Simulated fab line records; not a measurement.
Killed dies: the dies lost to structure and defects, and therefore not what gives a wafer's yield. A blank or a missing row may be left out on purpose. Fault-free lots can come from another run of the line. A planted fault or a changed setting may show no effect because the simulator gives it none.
Comparing a struck lot with a sound one    flow n5_finfet    17 out of 1938 route steps
Sound: the wafers L457.1, L457.5, L457.6. Wafers struck: L463.1, L463.5, L463.6. At the end, the cause is stated.
For every step that has rows: the tool of each side, followed by ch and its chambers, followed by its first start. Under that, the readings that differ: sound wafers    struck wafers    difference of the means    sigmas: that difference in standard deviations of wafers without a fault.
alike: words and numbers the same on both sides, and readings whose means are apart by under 2 such deviations; not compared: readings that were withheld, readings missing a value for some wafer, numbers with overlapping values and no deviation given by the record, and bounds like >300 which may hide the same value.
Wherever a step has rows on one side only, a row that says differs or no value, or a row with sigmas, the two part there. Numbers that have no deviation but don't overlap get no sigmas and don't part them. Lack of a reading on every wafer of one side parts them only where that side has two or more wafers.

N5_ZERO_LAYER_PECVD_02: deposits SiO2 from SiH4/N2O, target thk 10 nm, time 6 s.
  sound on pecvd-01 ch 1,2, day 4 00:17; struck on pecvd-04 ch 1,2, day 5 12:17
reading               sound           struck          difference  sigmas
showerhead_vpp_V (V)  1016 1001 1012  1132 1057 1117  +92         +2
  alike: heater_power_w, showerhead_plenum_p_Torr
then, 8 steps without rows for these wafers: N5_ZERO_LAYER_HMDS_04 (time 60 s); N5_ZERO_LAYER_COAT_05 (resist thk 1000 nm); N5_ZERO_LAYER_EBR_07; N5_ZERO_LAYER_SOFTBAKE_06 (time 90 s); N5_ZERO_LAYER_EXPOSE_08 (exposes mask ZERO, defocus 0 nm, target cd 2000 nm); N5_ZERO_LAYER_PEB_09; N5_ZERO_LAYER_DEVELOP_10 (develop time 60 s); N5_ZERO_LAYER_HARDBAKE_23 (time 120 s).
N5_ZERO_LAYER_CD_MEAS_11: target cd 2000 nm.
  sound on cd_sem-02 ch 0, day 4 00:46; struck on cd_sem-02 ch 0, day 5 12:47
  alike: cd_nm
N5_ZERO_LAYER_DESCUM_16: chemistry O2, time 7.9 s.
  sound on rie_diel-03 ch 0,1, day 4 00:49; struck on rie_diel-03 ch 0,3, day 5 12:50
  alike: drypump_motor_current_A, oes_product_au, rf_vpp_V, showerhead_plenum_p_Torr, throttle_valve_pct
  not compared: rf_hours_counter_h
N5_ZERO_LAYER_ETCH_17: etches SiO2 in CF4, target depth 12 nm, time 13.3 s.
  sound on rie_diel-03 ch 0,1, day 4 00:50; struck on rie_diel-03 ch 0,3, day 5 12:52
  alike: bias_w, cf4_flow_sccm, drypump_motor_current_A, oes_product_au, rf_vpp_V, showerhead_plenum_p_Torr, throttle_valve_pct
  not compared: rf_hours_counter_h
N5_ZERO_LAYER_ETCH_18: etches Si in HBr/Cl2, target depth 120 nm, time 40 s.
  sound on rie_si-02 ch 2,3, day 4 00:55; struck on rie_si-02 ch 0,2,3, day 5 12:56
  no value came back on the struck wafers for any of 5 readings (HBr_flow_sccm (sccm), bias_w (W) and others); on the sound wafers HBr_flow_sccm (sccm) reads 149.9 150.3 150.6
reading                                       sound            struck           difference  sigmas
model.coat_of_ZERO_LAYER_COAT_05.thk_nm (nm)  930 929.7 932.9  974 970.7 969.2  +40         
  not compared: rf_hours_counter_h
N5_ZERO_LAYER_STRIP_24: strips in O2.
  sound on plasma_asher-01 ch 0,1, day 4 01:01; struck on plasma_asher-02 ch 0,1, day 5 13:02
reading                       sound              struck             difference  sigmas
strip_time_to_endpoint_s (s)  43.83 43.84 43.94  45.10 44.97 44.93  +1.13       +16
  alike: drypump_motor_current_A, heater_power_w, oes_product_au
  not compared: rf_hours_counter_h
then, 1 step without rows for these wafers: N5_ZERO_LAYER_STRIP_19 (strips in SPM, time 900 s).
N5_BEOL_M4_RC_MEAS_101:
  the record has rows for the sound wafers here (prober-01 ch 0, day 11 04:55) and none for the struck ones
-- here the record skips 11 days between the struck wafers' starts before and after, leaving off in module BEOL_M4 and picking up in module PASSIVATION (first step shown: number 1936 of the route) --
N5_PASSIVATION_PROBE_49:
  record: rows for the struck wafers here (prober-02, day 16 16:32), none for the sound ones

WHERE THEY PART
Last at N5_PASSIVATION_PROBE_49 as far as this record goes, first at N5_ZERO_LAYER_PECVD_02.

WHY: what had been put in by the simulator
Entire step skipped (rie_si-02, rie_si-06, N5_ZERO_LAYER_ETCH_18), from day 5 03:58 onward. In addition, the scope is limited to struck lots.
